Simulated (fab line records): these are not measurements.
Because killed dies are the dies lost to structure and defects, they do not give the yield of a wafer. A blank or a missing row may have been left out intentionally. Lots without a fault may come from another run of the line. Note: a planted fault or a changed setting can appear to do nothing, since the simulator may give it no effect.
Chamber matching	flow n5_finfet	N5_BEOL_M2_ETCH_69 on rie_diel-06: 4 sister chambers
The step etches SiARC in CF4, target depth 15.6 nm, time 26 s. 4 wafers are shown with their chamber, then 8 later ones without.

## WAFERS WITH THEIR CHAMBER
wafer	chamber	showerhead_plenum_p_Torr (Torr)
L090.1	1	2.10
L090.2	2	2.21
L090.3	3	2.14
L094.1	0	2.09

## WAFERS WITHOUT THEIR CHAMBER
wafer	showerhead_plenum_p_Torr (Torr)
L094.2	2.21
L094.3	2.09
L095.1	2.14
L095.2	2.20
L095.3	2.09
L097.1	2.14
L097.3	2.20
L097.6	2.20

## CHAMBER TAKEN BY EACH
wafer	from the rows above	in truth
L094.2	2	2
L094.3	can't be placed: 0 or 1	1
L095.1	3	3
L095.2	2	2
L095.3	can't be placed: 0 or 1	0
L097.1	3	3
L097.3	2	2
L097.6	2	2
Correctly placed: 6 of 8. Cannot be placed on the basis of these rows: 2; the candidates contain the true chamber in 2. Number placed wrongly: 0.
How it was worked out, from the rows above alone: a wafer's distance from a chamber is the root of the sum, over the readings, of the square of ((its reading less the chamber's mean) divided by the reading's scatter). If the next closest chamber is less than 2 further off than the closest, the wafer can't be placed; otherwise it belongs to the closest. For every chamber, the mean is computed from those of its wafers that are shown. The scatter: with one shown wafer a chamber, the root of the mean of the squares of how far each hidden wafer lies from its nearest shown one.
